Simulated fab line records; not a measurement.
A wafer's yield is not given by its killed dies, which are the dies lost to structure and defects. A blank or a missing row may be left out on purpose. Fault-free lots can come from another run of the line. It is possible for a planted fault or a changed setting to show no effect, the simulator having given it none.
Matching of chambers + flow nand_harc + 4 sister chambers for NHARC_A_CHANNEL_FILL_D1_ALD_25 on ald_hk-03
The step deposits SiOx, target thk 60 nm, pulse time 10 s, ald cycles 600. 4 wafers are shown with their chamber, then 9 later ones without.

WAFERS WITH THEIR CHAMBER
| wafer  | chamber | heater_power_w (W) |
|--------|---------|--------------------|
| L088.6 | 1       | 415                |
| L089.1 | 2       | 444                |
| L089.3 | 3       | 408                |
| L089.6 | 0       | 385                |

WAFERS WITHOUT THEIR CHAMBER
| wafer  | heater_power_w (W) |
|--------|--------------------|
| L092.2 | 457                |
| L092.6 | 410                |
| L092.5 | 396                |
| L094.4 | 429                |
| L094.1 | 385                |
| L094.2 | 388                |
| L094.3 | 464                |
| L094.6 | 432                |
| L094.5 | 387                |

THE CHAMBER EACH PASSED THROUGH
| wafer  | from the rows above          | in truth |
|--------|------------------------------|----------|
| L092.2 | 2                            | 2        |
| L092.6 | can't be placed: 3 or 1      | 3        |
| L092.5 | can't be placed: 0 or 3 or 1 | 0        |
| L094.4 | can't be placed: 1 or 2 or 3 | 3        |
| L094.1 | 0                            | 0        |
| L094.2 | can't be placed: 0 or 3      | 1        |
| L094.3 | 2                            | 2        |
| L094.6 | can't be placed: 2 or 1 or 3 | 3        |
| L094.5 | can't be placed: 0 or 3      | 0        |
3 of 9 placed correctly. Unplaceable from these rows: 6, with the true chamber sitting among the candidates in 5. Number placed wrongly: 0.
How it was worked out, from the rows above alone: a wafer's distance from a chamber is the root of the sum, over the readings, of the square of ((its reading less the chamber's mean) divided by the reading's scatter). If the next closest chamber is less than 2 further off than the closest, the wafer can't be placed; otherwise it belongs to the closest. A chamber's mean is the mean of its shown wafers. The scatter: with one shown wafer a chamber, the root of the mean of the squares of how far each hidden wafer lies from its nearest shown one.
